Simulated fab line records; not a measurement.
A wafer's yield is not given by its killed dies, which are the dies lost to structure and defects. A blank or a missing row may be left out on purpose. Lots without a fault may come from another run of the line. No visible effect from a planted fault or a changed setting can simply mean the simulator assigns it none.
Chamber matching -- flow nand harc -- NHARC_A_STAIRCASE_TRIM_229 on rie diel-11: 4 sister chambers
The step chemistry O2, time 211.2 s. 4 wafers are shown with their chamber, then 11 later ones without.

WAFERS PAIRED WITH THEIR CHAMBERS
wafer,chamber,drypump motor current A (A)
L087.5,1,5.5
L087.6,0,6.5
L091.3,3,5.5
L089.1,2,5.4

WAFERS WITH NO CHAMBER GIVEN
wafer,drypump motor current A (A)
L089.2,5.4
L089.4,5.5
L088.1,5.5
L088.4,5.4
L088.6,5.5
L090.1,6.6
L090.3,5.5
L090.6,5.5
L095.1,5.5
L095.3,5.4
L095.4,6.5

THE CHAMBER EACH PASSED THROUGH
wafer,from the rows above,in truth
L089.2,2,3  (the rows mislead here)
L089.4,can't be placed: 1 or 3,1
L088.1,can't be placed: 1 or 3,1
L088.4,2,2
L088.6,can't be placed: 1 or 3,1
L090.1,0,0
L090.3,can't be placed: 1 or 3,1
L090.6,can't be placed: 1 or 3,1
L095.1,can't be placed: 1 or 3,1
L095.3,2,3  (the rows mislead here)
L095.4,0,0
Placed correctly: 3 of 11. Unplaceable from these rows: 6, with the true chamber sitting among the candidates in 6. Number placed wrongly: 2.
How it was worked out, from the rows above alone: a wafer's distance from a chamber is the root of the sum, over the readings, of the square of ((its reading less the chamber's mean) divided by the reading's scatter). If the next closest chamber is less than 2 further off than the closest, the wafer can't be placed; otherwise it belongs to the closest. Each chamber's mean is taken over the wafers shown for it. The scatter (one wafer shown for each chamber): square how far every hidden wafer sits from the nearest shown wafer, average those squares and take the square root.
